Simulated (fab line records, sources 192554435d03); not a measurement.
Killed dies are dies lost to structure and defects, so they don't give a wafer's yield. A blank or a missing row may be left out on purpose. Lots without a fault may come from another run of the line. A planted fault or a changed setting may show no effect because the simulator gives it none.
fab line records | flow n5_finfet | part 2 of 2: steps 5 to 6 of 6
record lots=22 wafers=66 last_day=17
route steps=1938 shown BEOL_M3@980 BEOL_M4@1039
lots that met no fault: from a run of the same line without faults
start_h: hours from the record's first day to the start of the lot's first wafer shown | wait_h: hours since the lot's step before | " the same as in the row above | L1.1+2: a row that stands for several wafers | - no value, or no start given | * or withheld: withheld | < > ~ a bound
route shown NAME@n: a module of which the file shows steps, and the number in the route of the first | usual: mean/standard deviation of fault-free wafers | same: alike in all rows | chamber/n: place in a boat | sites: the reading at each site | _std_site: their standard deviation | _edge_site: outer sites' mean less inner sites' | radius_mm: how far each site lies from the wafer's centre | mask NAME#n: copy n | behind: the tool/chamber that last shaped the wafer | hold: why the lot was held/for how many hours/how that ended | device: the transistor (n, p or np) that didn't switch | end of line: the same wafers' tests at the end of the route | a step without rows: its recipe alone | killed: dies lost to structure and defects at the first sort, not the wafer's yield | map: a wafer's dies, x killed, . not, _ none there
set.NAME: the setting as run; set.NAME@STEP: as run at that earlier step | model.NAME: the simulator's own value behind a step, which no gauge read
steps of the route over a sample of lots; a table a step, a row a wafer
services: from which hour (start_h, from the record's first day; less than 0 if before it) a tool's chamber was out of use, for how many hours, and why
## steps
# step N5_BEOL_M3_DEP_57
# recipe material=SiCN target_thk_a=80 temp_c=withheld precursor=3MS/NH3 pressure_torr=3 rf_w=202 time_s=14
# usual rf_fwd_power_W=199.8/0.67 showerhead_plenum_p_Torr=3.664/0.018 throttle_valve_pct=8.9/0.56
# columns lot.wafer tool chamber start_h wait_h rf_fwd_power_W showerhead_plenum_p_Torr throttle_valve_pct
L074.2 pecvd-04 0 160.41 0.0 200.9 3.648 10.1
L074.5 " 2 " " 199.2 3.645 9.0
L074.6 " 0 " " 199.6 3.649 10.3
L076.1 pecvd-04 2 169.82 0.0 199.0 3.644 9.0
L076.4 " 0 " " 198.8 3.652 9.8
L076.6 " 2 " " 199.8 3.651 8.7
L075.2 pecvd-02 0 178.42 0.0 199.1 3.665 9.5
L075.5 " 1 " " 199.6 3.669 8.7
L075.6 " 0 " " 199.8 3.671 9.9
L077.1 pecvd-03 2 181.38 0.0 199.7 3.662 8.4
L077.4 " 0 " " 200.3 3.690 8.8
L077.5 " 2 " " 199.8 3.667 8.6
L078.1 pecvd-04 2 184.19 0.0 199.4 3.648 8.8
L078.2 " 1 " " 199.1 3.683 9.1
L078.3 " 0 " " 200.8 3.651 10.2
L080.2 pecvd-03 1 195.87 0.0 199.9 3.689 8.0
L080.4 " 2 " " 198.8 3.661 8.5
L080.5 " 0 " " 198.8 3.689 8.6
L079.2 pecvd-02 1 199.53 0.0 200.4 3.668 8.8
L079.4 " 0 " " 199.3 3.664 9.6
L079.6 " 2 " " 200.3 3.633 8.6
L082.1 pecvd-03 0 203.92 0.0 199.6 3.688 8.9
L082.4 " 1 " " 200.2 3.672 8.0
L082.5 " 0 " " 200.0 3.689 9.1
L081.1 pecvd-02 0 212.38 0.0 198.0 3.666 9.6
L081.4 " 2 " " 199.3 3.629 8.5
L081.5 " 0 " " 198.6 3.664 9.7
L084.1 pecvd-02 2 215.30 0.0 199.8 3.637 8.6
L084.2 " 0 " " 199.8 3.668 9.9
L084.5 " 1 " " 200.6 3.675 9.0
L083.1 pecvd-02 0 215.54 0.0 198.5 3.681 9.7
L083.4 " 0 " " 199.2 3.675 9.7
L083.5 " 1 " " 199.7 3.657 8.9
L085.3 pecvd-03 2 230.99 0.0 200.4 3.668 8.7
L085.4 " 2 " " 199.2 3.662 8.4
L085.5 " 0 " " 199.4 3.676 9.0
L086.3 pecvd-02 0 244.65 0.0 198.9 3.678 9.6
L086.4 " 2 " " 200.8 3.626 8.7
L086.6 " 0 " " 198.6 3.668 9.6
L088.1 pecvd-03 0 248.78 0.0 200.1 3.685 8.9
L088.4 " 1 " " 200.1 3.668 8.1
L088.5 " 0 " " 200.7 3.684 9.0
L089.2 pecvd-02 1 251.17 0.0 200.6 3.656 8.8
L089.4 " 1 " " 200.3 3.655 8.7
L089.6 " 2 " " 200.0 3.627 8.7
L090.2 pecvd-03 2 251.64 0.0 199.2 3.663 8.5
L090.3 " 1 " " 200.3 3.662 8.0
L090.6 " 1 " " 201.0 3.661 8.2
L091.1 pecvd-02 1 260.07 0.0 200.3 3.656 8.9
L091.3 " 2 " " 199.2 3.632 8.5
L091.6 " 2 " " 199.1 3.633 8.7
L092.2 pecvd-04 2 263.19 0.0 198.2 3.656 8.4
L092.4 " 1 " " 199.5 3.690 8.9
L092.5 " 0 " " 200.6 3.642 10.4
L093.2 pecvd-03 0 281.55 0.0 199.6 3.690 8.8
L093.3 " 2 " " 199.0 3.662 8.7
L093.5 " 1 " " 201.1 3.672 8.3
L094.1 pecvd-03 2 287.85 0.0 199.6 3.666 8.5
L094.4 " 1 " " 200.6 3.665 8.3
L094.5 " 2 " " 199.8 3.656 8.5
L096.2 pecvd-02 2 290.97 0.0 199.6 3.631 8.5
L096.3 " 0 " " 198.7 3.670 9.9
L096.5 " 0 " " 199.3 3.665 9.6
L097.1 pecvd-04 2 305.65 0.0 199.9 3.649 9.1
L097.2 " 1 " " 199.7 3.696 8.9
L097.3 " 0 " " 200.6 3.646 10.4
# step N5_BEOL_M4_ETCH_63
# recipe chemistry=CF4 target=SiARC target_depth_a=156 mask_material=CAR-EUV time_s=26 ion_energy_ev=80 pressure_mtorr=40 source_w=545 bias_w=36 Ar_flow_sccm=100 cf4_flow_sccm=100 ends=cleared
# usual drypump_motor_current_A=5.6/0.42 etch_rf_on_time_s=25.7/0.59 oes_product_au=0.69/0.076 rf_fwd_power_W=532.6/2.1 rf_vpp_V=183.8/1 showerhead_plenum_p_Torr=2.12/0.049 throttle_valve_pct=15.51/0.27
# columns lot.wafer tool chamber start_h wait_h drypump_motor_current_A etch_rf_on_time_s oes_product_au rf_fwd_power_W rf_hours_counter_h rf_vpp_V showerhead_plenum_p_Torr throttle_valve_pct
L074.2 rie_diel-01 2 164.25 0.0 5.9 25.7 0.84 535.0 3 182.8 2.12 15.35
L074.5 " 0 " " 5.8 25.1 0.64 531.9 - 182.5 2.04 15.70
L074.6 " 3 " " 5.3 25.9 0.61 534.2 - 185.1 2.22 15.65
L076.1 rie_diel-04 3 171.71 0.0 4.9 27.4 0.64 534.3 163 182.7 2.05 15.66
L076.4 " 3 " " 4.9 27.2 0.64 535.1 - 183.4 2.05 15.67
L076.6 " 2 " " 5.5 25.7 0.71 530.7 - 183.9 2.08 15.29
L075.2 rie_diel-03 2 180.80 0.0 5.6 25.5 0.77 531.5 31 185.7 2.17 15.04
L075.5 " 3 " " 5.4 25.4 0.59 531.4 - 182.4 2.09 16.02
L075.6 " 0 " " 6.3 25.7 0.62 532.4 - 184.0 2.14 15.84
L077.1 rie_diel-03 2 184.35 0.0 5.6 25.7 0.77 533.1 33 186.7 2.17 15.06
L077.4 " 1 " " 5.1 24.7 0.78 531.9 15 184.4 2.17 15.36
L077.5 " 3 " " 5.4 25.6 0.59 534.2 - 184.1 2.09 16.01
L078.1 rie_diel-04 3 186.64 0.0 4.9 26.9 0.64 535.1 168 183.7 2.05 15.66
L078.2 " 2 " " 5.5 25.4 0.71 531.7 60 182.9 2.08 15.29
L078.3 " 0 " " 6.0 25.4 0.62 535.8 233 184.8 2.10 15.72
L080.2 rie_diel-03 3 198.39 0.0 5.4 25.6 0.59 532.8 238 182.6 2.09 16.01
L080.4 " 1 " " 5.1 24.5 0.78 531.5 18 183.8 2.17 15.38
L080.5 " 1 " " 5.1 24.9 0.77 531.8 - 183.5 2.17 15.37
L079.2 rie_diel-04 3 201.01 0.0 4.9 27.1 0.64 534.2 173 183.1 2.05 15.68
L079.4 " 0 " " 6.1 25.7 0.61 535.5 239 182.9 2.10 15.72
L079.6 " 2 " " 5.5 25.6 0.70 531.2 - 184.1 2.08 15.29
L082.1 rie_diel-04 0 205.63 0.0 6.1 25.7 0.61 532.4 241 183.5 2.10 15.75
L082.4 " 2 " " 5.5 25.5 0.70 533.2 67 183.0 2.08 15.29
L082.5 " 2 " " 5.5 25.6 0.70 531.8 - 183.6 2.08 15.29
L081.1 rie_diel-04 1 215.33 0.0 5.4 25.2 0.75 534.6 40 183.9 2.08 15.45
L081.4 " 2 " " 5.4 25.5 0.70 530.3 71 182.6 2.08 15.30
L081.5 " 2 " " 5.5 25.4 0.69 530.9 - 182.2 2.08 15.28
L084.1 rie_diel-04 2 216.52 0.0 5.5 25.8 0.69 531.2 71 184.2 2.08 15.31
L084.2 " 1 " " 5.4 25.6 0.74 536.9 41 182.2 2.08 15.45
L084.5 " 3 " " 4.9 27.1 0.63 532.8 - 183.4 2.05 15.69
L083.1 rie_diel-01 3 216.69 0.0 5.3 26.0 0.59 534.5 199 184.7 2.21 15.70
L083.4 " 1 " " 5.8 25.0 0.72 530.4 73 182.7 2.18 15.16
L083.5 " 3 " " 5.3 26.2 0.59 533.6 - 184.4 2.21 15.69
L085.3 rie_diel-01 2 232.41 0.0 5.9 25.9 0.77 534.1 26 183.8 2.12 15.40
L085.4 " 3 " " 5.3 25.6 0.60 539.0 203 186.4 2.21 15.70
L085.5 " 1 " " 5.7 25.0 0.71 528.8 - 183.9 2.17 15.16
L086.3 rie_diel-03 0 245.71 0.0 6.4 25.9 0.61 533.3 208 184.4 2.13 15.88
L086.4 " 1 " " 5.1 25.2 0.75 531.3 - 183.9 2.16 15.39
L086.6 " 0 " " 6.4 25.8 0.60 533.1 - 182.3 2.13 15.87
L088.1 rie_diel-03 2 251.16 0.0 5.6 26.1 0.74 530.9 55 185.2 2.16 15.10
L088.4 " 1 " " 5.1 24.9 0.75 530.4 - 184.0 2.16 15.40
L088.5 " 2 " " 5.7 25.8 0.74 533.0 - 184.2 2.16 15.09
L089.2 rie_diel-03 1 252.26 0.0 5.1 25.1 0.74 533.0 38 183.4 2.16 15.41
L089.4 " 2 " " 5.7 26.0 0.73 533.5 - 185.0 2.16 15.12
L089.6 " 0 " " 6.4 26.1 0.60 533.1 - 185.4 2.13 15.88
L090.2 rie_diel-01 3 252.86 0.0 5.3 26.1 0.59 533.1 210 184.6 2.21 15.71
L090.3 " 0 " " 5.7 25.5 0.60 532.1 236 182.6 2.03 15.75
L090.6 " 2 " " 5.9 26.4 0.75 535.4 - 184.2 2.11 15.40
L091.1 rie_diel-03 0 263.28 0.0 6.4 26.4 0.59 531.5 217 183.4 2.13 15.90
L091.3 " 2 " " 5.6 26.1 0.73 534.4 60 185.0 2.16 15.10
L091.6 " 3 " " 5.4 24.9 0.86 530.4 - 184.6 2.09 15.53
L092.2 rie_diel-03 3 264.40 0.0 5.4 25.1 0.84 531.8 4 184.0 2.09 15.54
L092.4 " 0 " " 6.4 26.4 0.59 532.5 - 183.0 2.13 15.91
L092.5 " 2 " " 5.6 26.1 0.72 532.0 - 183.5 2.16 15.11
L093.2 rie_diel-01 3 286.14 0.0 5.3 26.2 0.58 534.7 220 183.9 2.21 15.73
L093.3 " 0 " " 5.8 25.5 0.60 531.3 246 184.0 2.03 15.78
L093.5 " 1 " " 5.7 25.5 0.69 533.9 - 184.6 2.17 15.19
L094.1 rie_diel-04 1 290.38 0.0 5.4 26.0 0.70 533.6 73 181.7 2.07 15.51
L094.4 " 2 " " 5.5 26.2 0.65 531.7 103 182.7 2.07 15.38
L094.5 " 2 " " 5.5 26.0 0.66 530.2 - 185.1 2.07 15.36
L096.2 rie_diel-03 2 292.55 0.0 5.6 25.8 0.73 530.6 69 185.0 2.16 15.12
L096.3 " 3 " " 5.4 24.9 0.81 528.1 13 183.1 2.08 15.55
L096.5 " 2 " " 5.6 26.0 0.72 530.3 - 183.8 2.16 15.12
L097.1 rie_diel-03 3 308.68 0.0 5.4 25.0 0.80 529.0 17 183.2 2.08 15.56
L097.2 " 0 " " 6.3 26.2 0.58 531.8 233 182.7 2.12 15.92
L097.3 " 1 " " 5.1 24.9 0.72 531.2 57 183.6 2.16 15.44
## services
# columns tool chamber start_h hours kind
rie_diel-01 0 134.94 7.9 repair
pvd_sputter-01 - 163.99 2.8 repair
pecvd-03 - 168.28 1.8 repair
rie_diel-03 1 188.21 2.4 repair
rie_diel-02 3 192.97 4.2 repair
rie_diel-01 1 202.82 3.8 repair
pecvd-04 - 205.06 9.1 repair
rie_diel-04 3 218.89 32.8 repair
pecvd-02 1 221.97 20.4 repair
rie_diel-02 2 230.43 75.0 repair
rie_diel-01 - 236.60 0.2 repair
rie_diel-02 - 257.21 15.6 pm
rie_diel-05 0 261.54 19.9 repair
pecvd-03 0 262.05 7.4 repair
rie_diel-06 2 264.89 6.7 repair
pecvd-03 2 266.43 2.0 repair
rie_diel-02 0 278.05 4.4 repair
rie_diel-06 1 287.76 - clean
rie_diel-06 1 287.76 - consumable_replace:focus_ring
rie_diel-06 1 287.76 - consumable_replace:showerhead
rie_diel-06 1 287.76 16.5 scheduled_down
rie_diel-05 - 298.29 4.3 pm
pecvd-04 - 303.32 1.0 repair
rie_diel-06 2 307.35 1.8 repair
